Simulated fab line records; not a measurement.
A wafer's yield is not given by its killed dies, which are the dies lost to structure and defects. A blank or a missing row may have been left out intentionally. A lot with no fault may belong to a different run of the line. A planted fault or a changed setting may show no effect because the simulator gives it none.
Chamber matching | flow n5 finfet | rie diel-04 running N5_BEOL_M12_ETCH_68: 4 sister chambers
The step etches SOC in N2/H2, time 285 s. 22 wafers are shown with their chamber, then 11 later ones without.

WAFERS PAIRED WITH THEIR CHAMBERS
wafer  | chamber | drypump motor current A (A) | showerhead plenum p Torr (Torr) | rf vpp V (V)
L074.1 | 2       | 5.5                         | 2.47                            | 520.8
L074.2 | 3       | 6.3                         | 2.61                            | 526.3
L074.3 | 1       | 6.6                         | 2.64                            | 526.3
L074.4 | 0       | 6.0                         | 2.41                            | 519.2
L074.5 | 3       | 6.3                         | 2.61                            | 526.3
L074.6 | 2       | 5.5                         | 2.47                            | 521.7
L078.1 | 1       | 6.6                         | 2.64                            | 525.3
L078.4 | 2       | 5.5                         | 2.47                            | 521.4
L078.6 | 0       | 6.0                         | 2.41                            | 520.9
L085.2 | 1       | 6.7                         | 2.63                            | 525.3
L085.3 | 0       | 6.0                         | 2.40                            | 520.6
L085.6 | 3       | 6.3                         | 2.61                            | 525.0
L086.1 | 3       | 6.3                         | 2.60                            | 526.8
L086.2 | 0       | 6.0                         | 2.40                            | 520.0
L086.3 | 2       | 5.5                         | 2.46                            | 521.5
L086.4 | 0       | 6.0                         | 2.40                            | 518.5
L086.5 | 3       | 6.3                         | 2.60                            | 526.7
L086.6 | 2       | 5.5                         | 2.46                            | 519.8
L089.1 | 3       | 6.3                         | 2.60                            | 524.8
L089.4 | 1       | 6.6                         | 2.63                            | 525.3
L089.6 | 1       | 6.6                         | 2.63                            | 524.2
L091.3 | 0       | 6.0                         | 2.40                            | 520.5

SIGNATURES, as means of the wafers listed above
reading                  | chamber 0 | chamber 1 | chamber 2 | chamber 3 | scatter within a chamber
drypump motor current A  | 6.000     | 6.620     | 5.500     | 6.300     | 0.0211
showerhead plenum p Torr | 2.4033    | 2.6340    | 2.4660    | 2.6050    | 0.00539
rf vpp V                 | 519.950   | 525.280   | 521.040   | 525.983   | 0.837
Rule: for each reading, subtract the chamber's mean from the wafer's reading, divide by that reading's scatter and square the result; add these up over the readings and take the root, which gives the wafer's distance from the chamber. The wafer belongs to the nearest chamber; if the next one is less than 2 further off, it can't be placed. The scatter: the root of (the sum of the squares of (reading less its chamber's mean) over the shown wafers, divided by (wafers less chambers)).

WAFERS WITH NO CHAMBER GIVEN
wafer  | drypump motor current A (A) | showerhead plenum p Torr (Torr) | rf vpp V (V)
L091.4 | 6.0                         | 2.40                            | 520.6
L091.6 | 6.3                         | 2.60                            | 525.8
L092.1 | 6.0                         | 2.39                            | 520.6
L092.3 | 5.5                         | 2.45                            | 521.2
L092.4 | 6.6                         | 2.62                            | 526.0
L095.2 | 6.0                         | 2.39                            | 520.3
L095.5 | 5.5                         | 2.45                            | 520.6
L095.6 | 6.0                         | 2.39                            | 519.0
L097.2 | 5.6                         | 2.45                            | 521.3
L097.5 | 5.5                         | 2.45                            | 521.4
L097.6 | 6.0                         | 2.39                            | 519.6

THE CHAMBER EACH PASSED THROUGH
wafer  | from the rows above | in truth
L091.4 | 0                   | 0
L091.6 | 3                   | 3
L092.1 | 0                   | 0
L092.3 | 2                   | 2
L092.4 | 1                   | 1
L095.2 | 0                   | 0
L095.5 | 2                   | 2
L095.6 | 0                   | 0
L097.2 | 2                   | 2
L097.5 | 2                   | 2
L097.6 | 0                   | 0
11 of 11 placed correctly. Not placeable from these rows: 0. 0 placed wrongly.
